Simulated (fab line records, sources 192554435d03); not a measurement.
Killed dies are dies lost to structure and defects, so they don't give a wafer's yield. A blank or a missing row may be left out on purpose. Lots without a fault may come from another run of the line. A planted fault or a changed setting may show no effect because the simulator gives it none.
fab line records | flow n5_finfet
record lots=5 wafers=15 last_day=19
route steps=1938 shown BEOL_M4@1099 BEOL_M5@1112 BEOL_M15@1820 PASSIVATION@1936
lots that met no fault: from a run of the same line without faults
start_h: hours from the record's first day to the start of the lot's first wafer shown | wait_h: hours since the lot's step before | " the same as in the row above | L1.1+2: a row that stands for several wafers | - no value, or no start given | * or withheld: withheld | < > ~ a bound
route shown NAME@n: a module of which the file shows steps, and the number in the route of the first | usual: mean/standard deviation of fault-free wafers | same: alike in all rows | chamber/n: place in a boat | sites: the reading at each site | _std_site: their standard deviation | _edge_site: outer sites' mean less inner sites' | radius_mm: how far each site lies from the wafer's centre | mask NAME#n: copy n | behind: the tool/chamber that last shaped the wafer | hold: why the lot was held/for how many hours/how that ended | device: the transistor (n, p or np) that didn't switch | end of line: the same wafers' tests at the end of the route | a step without rows: its recipe alone | killed: dies lost to structure and defects at the first sort, not the wafer's yield | map: a wafer's dies, x killed, . not, _ none there
set.NAME: the setting as run; set.NAME@STEP: as run at that earlier step | model.NAME: the simulator's own value behind a step, which no gauge read
lots at some steps of the route; a table a step, a row a wafer
services: from which hour (start_h, from the record's first day; less than 0 if before it) a tool's chamber was out of use, for how many hours, and why
## steps
# step N5_BEOL_M4_ANNEAL_95
# recipe temp_c=400 time_s=240 ambient=vacuum
# step N5_BEOL_M4_SPUTTER_96
# recipe material=Cu target_thk_a=45 temp_c=-20 chamber_pressure_pa=0.07 power_w=withheld time_s=8.29
# step N5_BEOL_M4_ECD_50
# recipe material=Cu target_thk_a=3000
# step N5_BEOL_M4_ANNEAL_51
# recipe temp_c=225 time_s=90 ambient=N2
# step N5_BEOL_M4_CMP_52
# recipe stop_on=SiOC t_overpolish_s=6.8 down_force_psi=1 platen_rpm=50 clearing_platen_down_force_psi=1.5 clearing_platen_rpm=50 post_cmp_clean=cu_alkaline target_thk_nm=40 clearing_platen_pad_velocity_m_s=0.99484 pad_velocity_m_s=0.99484
# step N5_BEOL_M4_PRE_CLEAN_60
# recipe gas=NH3/H2 time_s=15 temp_c=* rf_power_w=300
# step N5_BEOL_M4_CO_CAP_55
# recipe material=Co target_thk_a=20 temp_c=200 precursor=CCTBA/H2 pressure_torr=30 time_s=102.1
# step N5_BEOL_M4_PRE_CLEAN_56
# recipe gas=NH3 time_s=15 temp_c=withheld rf_power_w=300
# step N5_BEOL_M4_DEP_57
# recipe material=SiCN target_thk_a=80 temp_c=withheld precursor=3MS/NH3 pressure_torr=3 rf_w=202 time_s=14
# step N5_BEOL_M4_RC_MEAS_101
# usual DIBL_N=35.8/1.7 DIBL_P=35.3/2 IOFF_N=0.150/0.026 IOFF_P=0.194/0.029 ION_N=667/11 ION_P=456/7.1 SS_N=71.4/0.65 SS_P=73.1/0.64 VT_N=251/3 VT_P=-252/3.2
# columns lot.wafer tool chamber start_h wait_h DIBL_N[mV/V] DIBL_P[mV/V] IOFF_N[nA/um] IOFF_P[nA/um] ION_N[uA/um] ION_P[uA/um] SS_N[mV/dec] SS_P[mV/dec] VT_N[mV] VT_P[mV]
L475.2 prober-01 0 210.04 0.2 36.3 37.0 0.139 0.193 659 454 70.9 72.5 255 -252
L475.4 " 0 " " 36.9 38.1 0.167 0.215 672 456 72.6 73.2 248 -252
L475.5 " 0 " " 35.6 36.1 0.132 0.178 655 449 71.1 72.9 253 -255
L490.1 prober-02 0 313.71 0.0 33.4 34.1 0.117 0.176 664 461 70.9 72.9 255 -251
L490.4 " 0 " " 35.8 37.1 0.152 0.223 675 469 70.9 73.5 248 -249
L490.5 " 0 " " 38.3 38.8 0.194 0.245 684 465 71.8 74.2 247 -246
L489.2 prober-01 0 317.83 0.2 37.3 35.9 0.184 0.223 687 468 71.8 73.1 247 -251
L489.4 " 0 " " 38.2 34.3 0.182 0.198 672 448 72.7 73.5 250 -253
L489.5 " 0 " " 39.5 36.2 0.226 0.231 674 453 72.9 73.8 246 -248
L493.3 prober-02 0 327.51 0.3 37.2 37.2 0.165 0.194 671 452 72.0 73.4 253 -255
L493.4 " 0 " " 35.3 34.5 0.134 0.157 660 449 72.2 73.7 254 -255
L493.5 " 0 " " 36.5 35.8 0.159 0.191 658 443 72.0 73.5 253 -253
L496.1 prober-01 0 344.16 0.0 36.8 37.6 0.154 0.215 668 459 71.5 73.2 251 -251
L496.3 " 0 " " 36.1 36.8 0.144 0.207 670 464 71.6 73.1 250 -251
L496.4 " 0 " " 37.6 37.2 0.186 0.212 668 453 72.7 73.5 248 -252
# step N5_BEOL_M5_ILD_DEP_00
# recipe material=SiCOH_lowk target_thk_a=1406.4 temp_c=300 precursor=DEMS/porogen pressure_torr=5 rf_w=500 time_s=25.9
# step N5_BEOL_M5_CURE_79
# recipe temp_c=385 time_s=240 ambient=He/Ar material=SiCOH_lowk
# step N5_BEOL_M5_PECVD_70
# recipe material=SiO2 target_thk_a=160 temp_c=400 precursor=TEOS/O2 pressure_torr=5.5 rf_w=450 teos_flow_sccm=53.8 gas=O2 flow_sccm=3000 time_s=18
# step N5_BEOL_M5_HM_DEP_02
# recipe material=TiN target_thk_a=200 temp_c=25 chamber_pressure_pa=0.49996
# step N5_BEOL_M5_COAT_59
# recipe resist=SOC temp_c=250 time_s=60 spin_rpm=1500 resist_thk_nm=60
# step N5_BEOL_M5_COAT_60
# recipe resist=SiARC temp_c=220 time_s=60 spin_rpm=1500 resist_thk_nm=12
# step N5_BEOL_M5_COAT_71
# recipe resist=underlayer temp_c=205 time_s=60 spin_rpm=1500 resist_thk_nm=5
# step N5_BEOL_M5_COAT_05
# recipe resist=CAR-EUV spin_rpm=1500 resist_thk_nm=30
# step N5_BEOL_M5_EBR_07
# recipe solvent=PGMEA ebr_width_mm=1.5
# step N5_BEOL_M5_SOFTBAKE_06
# recipe temp_c=110 time_s=60 resist=CAR-EUV
# step N5_BEOL_M5_EXPOSE_08
# recipe mask_id=M5 na=0.33 source_shape=annular sigma_inner=0.4 sigma_outer=0.8 polarization=unpolarized target_cd_nm=28 dose_mj=35.75
# step N5_BEOL_M5_PEB_09
# recipe peb_temp_c=100 peb_time_s=60 resist=CAR-EUV
# step N5_BEOL_M5_DEVELOP_10
# recipe develop_time_s=30 developer=TMAH resist=CAR-EUV rinse_liquid=surfactant_rinse dry=air_spin dev_temp_c=23
# step N5_BEOL_M5_DESCUM_16
# recipe chemistry=O2 time_s=7 source_power_w=50 bias_power_w=20 pressure_mtorr=20 rf_frequency_hz=2.712e+07 temp_c=40 resist=CAR-EUV o2_flow_sccm=225
# step N5_BEOL_M5_ETCH_72
# recipe chemistry=N2/H2 target=underlayer target_depth_a=65 mask_material=CAR-EUV time_s=5.2 ion_energy_ev=200 pressure_mtorr=30 source_w=840 bias_w=150 n2_flow_sccm=200 h2_flow_sccm=200 ends=cleared
# step N5_BEOL_M5_ETCH_61
# recipe chemistry=CF4 target=SiARC target_depth_a=156 mask_material=CAR-EUV time_s=26 ion_energy_ev=80 pressure_mtorr=40 source_w=545 bias_w=36 Ar_flow_sccm=100 cf4_flow_sccm=100 ends=cleared
# step N5_BEOL_M5_ETCH_62
# recipe chemistry=N2/H2 target=SOC target_depth_a=750 overetch_a=150 mask_material=SiARC temp_c=40 time_s=112.5 ion_energy_ev=200 pressure_mtorr=30 source_w=840 bias_w=150 n2_flow_sccm=200 h2_flow_sccm=200
# step N5_BEOL_M5_STRIP_63
# recipe chemistry=N2/H2 temp_c=40 n2_flow_sccm=200 h2_flow_sccm=200 rf_frequency_hz=6e+07
# step N5_BEOL_M5_STRIP_73
# recipe chemistry=N2/H2 temp_c=40 n2_flow_sccm=200 h2_flow_sccm=200 rf_frequency_hz=6e+07
# step N5_BEOL_M5_STRIP_64
# recipe chemistry=CF4 resist=SiARC power_w=300 bias_power_w=75 pressure_mtorr=50 cf4_flow_sccm=150 rf_frequency_hz=6e+07
# step N5_BEOL_M5_HM_OPEN_17
# recipe chemistry=Cl2/BCl3 target_depth_a=200 overetch_a=60 target=TiN mask_material=SOC ion_energy_ev=150 pressure_mtorr=10 icp_w=1000 bias_w=126 Cl2_flow_sccm=53.25 bcl3_flow_sccm=21.75 Ar_flow_sccm=25
# step N5_BEOL_M5_STRIP_19
# recipe chemistry=O2 power_w=400 temp_c=40 pressure_mtorr=30 rf_frequency_hz=6e+07 bias_power_w=0 overash_fraction=0.2 o2_flow_sccm=225
# step N5_BEOL_M5_COAT_65
# recipe resist=SOC temp_c=250 time_s=60 spin_rpm=1500 resist_thk_nm=60
# step N5_BEOL_M5_COAT_66
# recipe resist=SiARC temp_c=220 time_s=60 spin_rpm=1500 resist_thk_nm=12
# step N5_BEOL_M15_SPUTTER_44
# recipe material=Ta target_thk_a=150 temp_c=50 bias_v=80 power_w=15000 chamber_pressure_pa=0.07 time_s=24.19
# usual bias_v=79.9/0.83 cathode_dc_power_W=15000/2.8 throttle_valve_pct=29.9/1.1
# columns lot.wafer tool chamber start_h wait_h bias_v cathode_dc_power_W throttle_valve_pct
L475.2 pvd_sputter-01 - 292.41 0.0 80.5 15002 27.6
L475.4 " - " " 81.1 14994 29.7
L475.5 " - " " 79.8 14999 31.0
L490.1 pvd_sputter-02 - 408.80 0.0 - - -
L490.4 " - " " - - -
L490.5 " - " " - - -
L489.2 pvd_sputter-01 - 412.35 0.0 - - -
L489.4 " - " " - - -
L489.5 " - " " - - -
L493.3 pvd_sputter-02 - 422.74 0.0 - - -
L493.4 " - " " - - -
L493.5 " - " " - - -
L496.1 pvd_sputter-03 - 436.31 0.0 79.4 15002 30.6
L496.3 " - " " 79.9 15001 30.6
L496.4 " - " " 78.5 15004 28.6
# step N5_BEOL_M15_CMP_49
# recipe stop_on=SiO2 t_overpolish_s=4.9 down_force_psi=2 platen_rpm=80 clearing_platen_down_force_psi=2 clearing_platen_rpm=80 post_cmp_clean=cu_alkaline target_thk_nm=850 clearing_platen_pad_velocity_m_s=1.5917 pad_velocity_m_s=1.5917
# usual barrier_field_endpoint_s=11.32/0.3 edge_zone_pressure_frac=1.000/0.0053 motor_current_A=8.0/0.6
# columns lot.wafer tool chamber start_h wait_h barrier_field_endpoint_s edge_zone_pressure_frac motor_current_A
L475.2 cmp-04 1 293.73 0.3 11.30 0.989 8.3
L475.4 " 2 " " 11.20 1.002 8.5
L475.5 " 1 " " 11.44 0.992 8.8
L490.4 cmp-04 0 409.67 0.2 5.75 0.998 7.6
L490.1 " 1 " " 5.70 1.000 8.3
L490.5 " 2 " " 5.54 0.997 9.4
L489.2 cmp-04 1 413.12 0.2 5.57 0.990 9.0
L489.4 " 2 " " 5.55 1.002 8.4
L489.5 " 1 " " 5.57 0.997 8.6
L493.4 cmp-04 2 423.56 0.2 5.60 1.002 8.7
L493.3 " 3 " " 5.52 1.006 8.1
L493.5 " 2 " " 5.49 0.998 8.4
L496.1 cmp-04 2 437.36 0.3 11.46 1.001 8.8
L496.4 " 3 " " 11.19 1.003 8.3
L496.3 " 0 " " 11.53 0.997 7.8
# step N5_PASSIVATION_PROBE_49
# usual defect_limited_yield=91.5/1.4 killed_at_M0_to_M3=34/11 killed_at_M4_up=15/6 killed_at_contacts=11/5.9 killed_at_front_end=37/11 killed_at_other=3.6/2.9 killed_dies=101/17 killed_on_rim=13/4 killed_open=66/12 killed_short=33/7.8 sort_bin_5_function=5.0/0.97 sort_bin_6_memory=3.2/0.65 sort_n_pass=1079/17 sort_yield_pct=91.4/1.4
# same gross_dies=1180 killed_at_back_side=0 sort_bin_4_leakage[%]=0 sort_bin_8_speed[%]=0
# columns lot.wafer tool chamber start_h wait_h defect_limited_yield[%] killed_at_M0_to_M3 killed_at_M4_up killed_at_contacts killed_at_front_end killed_at_other killed_dies killed_on_rim killed_open killed_short sort_bin_5_function[%] sort_bin_6_memory[%] sort_n_pass sort_yield_pct[%]
L475.2 prober-02 - 307.16 0.1 91.7 43 21 5 24 5 98 9 72 24 5.0 3.1 1082 91.7
L475.4 prober-02 - 307.26 0.2 90.2 52 13 10 41 0 116 15 70 43 5.7 3.9 1064 90.2
L475.5 prober-02 - 307.31 0.2 89.5 55 12 18 36 3 124 17 77 45 6.6 3.6 1056 89.5
L490.1 prober-01 - 423.65 0.0 84.9 16 121 6 34 1 178 68 37 24 12.8 1.9 1002 84.9
L490.4 prober-01 - 423.80 0.2 83.0 18 124 11 43 5 201 60 57 30 14.7 2.0 979 83.0
L490.5 prober-01 - 423.85 0.2 83.6 21 123 4 45 0 193 59 61 26 13.8 2.4 987 83.6
L489.2 prober-02 - 427.58 0.1 84.8 15 109 13 37 5 179 46 54 23 12.6 2.4 1001 84.8
L489.4 prober-02 - 427.68 0.2 83.3 30 111 13 38 5 197 50 63 31 12.7 3.5 983 83.3
L489.5 prober-02 - 427.73 0.2 81.9 26 113 24 44 7 214 25 78 33 14.0 3.8 966 81.9
L493.3 prober-01 - 441.02 0.1 80.3 46 136 8 38 5 233 66 83 46 14.4 4.9 947 80.3
L493.4 prober-01 - 441.07 0.2 83.1 40 128 7 24 1 200 15 60 34 13.6 3.1 980 83.1
L493.5 prober-01 - 441.12 0.2 82.6 34 125 11 30 5 205 79 62 26 14.5 2.8 975 82.6
L496.1 prober-01 - 451.48 0.0 93.6 21 14 3 35 2 75 8 59 16 3.5 2.8 1105 93.6
L496.3 prober-01 - 451.58 0.1 91.9 35 13 9 33 5 95 10 59 32 4.4 3.4 1085 91.9
L496.4 prober-01 - 451.63 0.2 93.2 18 13 10 36 3 80 10 48 32 4.4 2.2 1100 93.2
# killed by level:class
L475.2 BEOL_M2:geometric_particle:open=14 BEOL_M1:geometric_particle:open=12 BEOL_M4:geometric_particle:open=10 BEOL_M0_SAQP:geometric_particle:short=6 FIN_SAQP:geometric_particle:open=5 BEOL_M0_SAQP:geometric_particle:open=5 STI_FIN_REVEAL:geometric_particle:open=4 MOL_CONTACT_COAG:geometric_particle:open=4
L475.4 BEOL_M0_SAQP:geometric_particle:open=15 BEOL_M0_SAQP:geometric_particle:short=11 DUMMY_GATE:geometric_particle:open=10 MOL_CONTACT_COAG:geometric_particle:open=10 BEOL_M2:geometric_particle:open=7 BEOL_M1:geometric_particle:open=6 BEOL_M1:geometric_particle:short=5 FIN_SAQP:geometric_particle:short=4
L475.5 MOL_CONTACT_COAG:geometric_particle:open=13 BEOL_M0_SAQP:geometric_particle:short=12 BEOL_M3:geometric_particle:open=10 BEOL_M0_SAQP:geometric_particle:open=9 FIN_SAQP:geometric_particle:short=7 BEOL_M1:geometric_particle:open=7 BEOL_M2:geometric_particle:open=7 FIN_SAQP:geometric_particle:open=6
L490.1 BEOL_M15:area_sputter=115 STI_FIN_REVEAL:geometric_particle:open=8 GATE_CUT:geometric_particle:short=6 MOL_CONTACT_COAG:geometric_particle:open=6 BEOL_M2:geometric_particle:open=5 FIN_SAQP:geometric_particle:short=4 FIN_SAQP:geometric_particle:open=4 BEOL_M0_SAQP:geometric_particle:short=4
L490.4 BEOL_M15:area_sputter=111 STI_FIN_REVEAL:geometric_particle:open=15 BEOL_M4:geometric_particle:open=10 FIN_SAQP:geometric_particle:short=7 MOL_CONTACT_COAG:geometric_particle:open=7 BEOL_M3:geometric_particle:open=6 DUMMY_GATE:geometric_particle:open=4 BEOL_M0_SAQP:geometric_particle:short=4
L490.5 BEOL_M15:area_sputter=106 STI_FIN_REVEAL:geometric_particle:open=16 BEOL_M4:geometric_particle:open=8 FIN_SAQP:geometric_particle:short=7 BEOL_M0_SAQP:geometric_particle:open=6 BEOL_M2:geometric_particle:open=6 DUMMY_GATE:geometric_particle:open=5 BEOL_M0_SAQP:geometric_particle:short=5
L489.2 BEOL_M15:area_sputter=101 FIN_SAQP:geometric_particle:open=11 MOL_CONTACT_COAG:geometric_particle:open=10 STI_FIN_REVEAL:geometric_particle:open=7 BEOL_M2:geometric_particle:open=6 FIN_SAQP:geometric_particle:short=5 MOL_CONTACT_COAG:geometric_particle:short=3 BEOL_M1:geometric_particle:open=3
L489.4 BEOL_M15:area_sputter=99 FIN_SAQP:geometric_particle:open=12 MOL_CONTACT_COAG:geometric_particle:open=8 FIN_SAQP:geometric_particle:short=7 BEOL_M4:geometric_particle:open=6 BEOL_M1:geometric_particle:open=6 STI_FIN_REVEAL:geometric_particle:open=5 MOL_CONTACT_COAG:geometric_particle:short=5
L489.5 BEOL_M15:area_sputter=102 MOL_CONTACT_COAG:geometric_particle:open=22 STI_FIN_REVEAL:geometric_particle:open=10 FIN_SAQP:geometric_particle:open=9 STI_FIN_REVEAL:geometric_particle:short=6 FIN_SAQP:geometric_particle:short=5 BEOL_M1:geometric_particle:open=5 BEOL_M2:geometric_particle:open=5
L493.3 BEOL_M15:area_sputter=103 BEOL_M0_SAQP:geometric_particle:short=21 BEOL_M0_SAQP:geometric_particle:open=17 STI_FIN_REVEAL:geometric_particle:open=14 BEOL_M4:geometric_particle:open=13 BEOL_M4:geometric_particle:short=12 FIN_SAQP:geometric_particle:open=7 MOL_CONTACT_COAG:geometric_particle:open=7
L493.4 BEOL_M15:area_sputter=105 FIN_SAQP:geometric_particle:short=9 BEOL_M3:geometric_particle:open=9 BEOL_M4:geometric_particle:open=8 BEOL_M0_SAQP:geometric_particle:open=8 BEOL_M5:geometric_particle:open=8 BEOL_M1:geometric_particle:short=7 MOL_CONTACT_COAG:geometric_particle:open=6
L493.5 BEOL_M15:area_sputter=116 FIN_SAQP:geometric_particle:open=13 BEOL_M2:geometric_particle:open=10 MOL_CONTACT_COAG:geometric_particle:open=8 BEOL_M0_SAQP:geometric_particle:open=8 BEOL_M0_SAQP:geometric_particle:short=7 BEOL_M3:geometric_particle:open=5 STI_FIN_REVEAL:geometric_particle:open=4
L496.1 STI_FIN_REVEAL:geometric_particle:open=14 BEOL_M2:geometric_particle:open=6 BEOL_M1:geometric_particle:open=5 BEOL_M4:geometric_particle:open=5 DUMMY_GATE:geometric_particle:open=4 BEOL_M0_SAQP:geometric_particle:short=4 STARTING-WAFER:geometric_particle:open=4 STI_FIN_REVEAL:geometric_particle:short=3
L496.3 BEOL_M3:geometric_particle:open=8 BEOL_M4:geometric_particle:open=8 STI_FIN_REVEAL:geometric_particle:open=7 BEOL_M0_SAQP:geometric_particle:open=7 STARTING-WAFER:geometric_particle:short=6 BEOL_M0_SAQP:geometric_particle:short=6 BEOL_M2:geometric_particle:open=6 MOL_CONTACT_COAG:geometric_particle:open=5
L496.4 FIN_SAQP:geometric_particle:short=9 DUMMY_GATE:geometric_particle:open=7 MOL_CONTACT_COAG:geometric_particle:open=7 BEOL_M0_SAQP:geometric_particle:short=6 FIN_SAQP:geometric_particle:open=5 STI_FIN_REVEAL:geometric_particle:open=5 BEOL_M0_SAQP:geometric_particle:open=5 BEOL_M4:geometric_particle:open=5
# map L489.5 (x killed, . not)
_________________.........xx.________________
______________........x.x......x_____________
___________..x.......x.........x...__________
__________.x.....xx..............x.x_________
________.............................._______
_______................................______
______....x....x.......x.....x..x......._____
_____..........x.x.x.x.....x..x.........x____
____....x..x.......x...............x......___
___.............x.....x.xx....x............__
___.x.............x..................x.....__
__................x........................._
__......................x..x.....x..x......._
_.x..x...x..x.......x..x.................x...
_.........x......x..x..x....x.x.............x
_x..x..x........x.xx......x.x.....x..........
_......x....x......x..x.x.x.........x.....x..
_..x....x.....xx.x..x...x.....x..............
_......x..............x.x.xx.xx...x..........
_.xx.......x....x.x....x.x...x..x............
_.x.x......x.x...xx.x...xx..x.x..............
__......x....x..x...x..x.....xx......x......_
__.......x........xx.x.....x.....x........x._
___........x....xx.xxx..x.xx..x....x...x...__
___....x.......xx.....x.xx........x.x......__
____........x..xx...x..x.xxx.xxx..x.......___
_____...x.x......x.xxxxxxx.x.......x...x.____
______......x......xxx..xx.xx....x......_____
_______............x........xxxxx...x..______
________.x.......x.................x.._______
__________x.xx..xxx.xxxx..x...x.x.xx_________
___________......x.x...x.x......x..__________
______________..x.....x........x_____________
_________________.......x.x.x________________
# map L490.4 (x killed, . not)
_________________........x...________________
______________..x.....xx....x..._____________
___________x....xx...............x.__________
__________...x..............x......x_________
________..........................xx.x_______
_______.............x...x......x.......______
______.x......x.....x...........x..x.xx._____
_____x.........................x.x....xxx____
____.......x............................x.___
___.xx.......x.....................x..xx...__
___x..x...x.........................x...x..__
__xx...x..x..........x...................x.x_
__........x...............x.........x......._
_.x.x.......................x...x.x.........x
_x.x.......x.xx.....x.......x.x............x.
_.x.x..........................x.......x.....
_xx........................................xx
_........x....................x......x.......
_........x................................xxx
_...................x.x...................x.x
_.x..x..x........x..........x.............x..
__...x........x.....x..x...................._
__xx..................x........x........xxxx_
___xx..............x.x.........x.....x...x.__
___x.x.x......xx.......................xx..__
____..xx...........................x.x....___
_____......x...x...x..x........x....xxxx.____
______xxx....x.x.......x.....x....x.xx.._____
_______.xx................xx...x....xx.______
________xxx.xxx...x....xx..x.xxx..xx.x_______
__________.xxx...xx......x.....x...x_________
___________...xx..xx....x..x.xx.x.x__________
______________xxx.x....xxx.x.xxx_____________
_________________.xxx...x.xx.________________
## services
# columns tool chamber start_h hours kind
cmp-04 - 340.38 1.5 repair
cmp-04 - 371.44 7.4 repair
pvd_sputter-02 - 382.94 2.5 repair
cmp-04 - 390.71 4.0 pm
cmp-04 - 394.71 - consumable_replace:conditioner
cmp-04 - 394.71 - consumable_replace:pad
## key
first_sign step=N5_BEOL_M15_SPUTTER_44 reading=tool_record direction=missing
effect step=N5_BEOL_M15_CMP_49 reading=barrier_field_endpoint_s direction=down sigmas=19 usual=11.32 struck=5.59
effect step=N5_PASSIVATION_PROBE_49 reading=killed_at_M4_up direction=up sigmas=18 usual=15 struck=121
more_kills_born_at N5_BEOL_M15_SPUTTER_44@pvd_sputter-02=656 N5_BEOL_M15_SPUTTER_44@pvd_sputter-01=303
met_at N5_BEOL_M15_SPUTTER_44
struck_wafers L489.2,L489.4,L489.5,L490.1,L490.4,L490.5,L493.3,L493.4,L493.5
onset_between 292.41 408.80
fault kind=skipped_step_whole tool=pvd_sputter-01,pvd_sputter-02 chamber=- onset_h=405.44 steps=N5_BEOL_M15_SPUTTER_44 scope=struck_lots_only
